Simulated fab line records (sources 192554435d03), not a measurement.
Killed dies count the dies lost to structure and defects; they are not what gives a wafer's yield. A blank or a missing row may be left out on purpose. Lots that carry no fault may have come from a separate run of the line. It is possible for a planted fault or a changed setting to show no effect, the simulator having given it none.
Split-lot experiment	flow n5_finfet	route with 1938 steps; 7 lots, 21 wafers read

== ON THE SPLIT ==
At N5_BEOL_M2_DESCUM_33 (chemistry O2, time 7 s), the setting time_s was moved away from the recipe's 7 s on 8 of the 21 wafers read, by -20.2% to +21.2%. For the rest of the wafers, this setting stayed at what the recipe calls for.

== FROM SPLIT TO READING: 1 step shown by the file between the two ==
- N5_BEOL_M2_ETCH_77: etches underlayer in N2/H2, target depth 6.5 nm, time 5.2 s

== THE READING ==
CAR-EUV_of_BEOL_M2_COAT_22.thk_nm (the simulator's own value, which no gauge read), in nm, at N5_BEOL_M2_ETCH_69 (etches SiARC in CF4, target depth 15.6 nm, time 26 s). The file gives no usual value for it. Average 11.1 nm, standard deviation 0.13 nm, over the 13 wafers here run with the recipe.

wafer	tool, chamber at the split	time_s as run, s	against the recipe	CAR-EUV_of_BEOL_M2_COAT_22.thk_nm, nm	against lot-mates on the recipe
L082.1	rie_diel-03, 2,3,2	7	recipe	11.2	-
L082.4	rie_diel-03, 2,3,2	7	recipe	11.2	-
L082.5	rie_diel-03, 2,3,2	7	recipe	11.2	-
L083.1	rie_diel-01, 3,1,2	7	recipe	11.2	-
L083.3	rie_diel-01, 3,1,2	7	recipe	11.2	-
L083.4	rie_diel-01, 3,1,2	7	recipe	11	-
L084.1	rie_diel-06, 1,0	7	recipe	11	-
L084.2	rie_diel-06, 1,0	7	recipe	10.8	-
L084.6	rie_diel-06, 3	5.589	-20.2%	11.8	+0.9
L085.1	rie_diel-03, 0	8.482	+21.2%	10.2	-1.0
L085.2	rie_diel-03, 2	8.482	+21.2%	10.4	-0.8
L085.4	rie_diel-03, 3	7	recipe	11.2	-
L087.1	rie_diel-06, 0	7	recipe	11	-
L087.2	rie_diel-06, 2	7.874	+12.5%	10.6	-0.4
L087.5	rie_diel-06, 2	7.874	+12.5%	10.6	-0.4
L095.1	rie_diel-06, 1,3	6.122	-12.5%	11.6	+0.4
L095.3	rie_diel-06, 1,3	6.122	-12.5%	11.8	+0.6
L095.6	rie_diel-06, 3	7	recipe	11.2	-
L097.1	rie_diel-03, 0	5.927	-15.3%	11.6	+0.5
L097.2	rie_diel-03, 2	7	recipe	11.2	-
L097.4	rie_diel-03, 1	7	recipe	11	-
Where a row lists several chambers, the file gives one row for several wafers and doesn't say which wafer went through which chamber.

THE FIT
A straight line over all 21 wafers: CAR-EUV_of_BEOL_M2_COAT_22.thk_nm changes by -0.0385 nm for each +1% of time_s; r = -0.96; the points scatter about the line by 0.12 nm.
The same after taking each lot's own level away (the mean of its wafers on the recipe; 21 wafers): -0.04 nm for each +1%; r = -0.98; scatter 0.09 nm.
On that fit, the largest move of time_s shifts the reading by 0.85 nm.
Measured against the standard deviation above, the lots' own levels, which go from 10.90 to 11.20 nm, span 2.4 times it.
Consequently the slope shifts little with the lot-to-lot level, the two slopes agreeing.
Check: -0.79 nm against its lot-mates is what the line predicts for one of the wafers moved furthest among these (+21.2%) when that wafer is left out of the fit. It came out at -1 nm against them.

== THE OTHER SPLITS THESE WAFERS WENT THROUGH ==
Note: prior to the reading, these wafers also went through further splits. Each is held against what the fit with the lots' levels taken away leaves over:
other split on the same wafers	wafers away from the commonest value	r with CAR-EUV_of_BEOL_M2_COAT_22.thk_nm (lot level and that fit taken away)
N5_BEOL_M1_COAT_61 spin_rpm	6	-0.15

== THE WHOLE CHAIN: every reading that the file lists as answering this split, in the file's order ==
step	what it does	reading	change (the file's fit)	r (the file's)
N5_BEOL_M2_DESCUM_33	chemistry O2, time 7 s	CAR-EUV_of_BEOL_M2_COAT_22.thk_nm (the simulator's own value, which no gauge read)	-0.0347 nm for each +1% of the setting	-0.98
N5_BEOL_M2_ETCH_77	etches underlayer in N2/H2, target depth 6.5 nm, time 5.2 s	CAR-EUV_of_BEOL_M2_COAT_22.thk_nm (the simulator's own value, which no gauge read)	-0.0391 nm for each +1% of the setting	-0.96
N5_BEOL_M2_ETCH_69	etches SiARC in CF4, target depth 15.6 nm, time 26 s	CAR-EUV_of_BEOL_M2_COAT_22.thk_nm (the simulator's own value, which no gauge read)	-0.04 nm for each +1% of the setting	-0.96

== FILE'S OWN FIT ==
CAR-EUV_of_BEOL_M2_COAT_22.thk_nm changes by -0.04 nm for each +1% of time_s, r = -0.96.
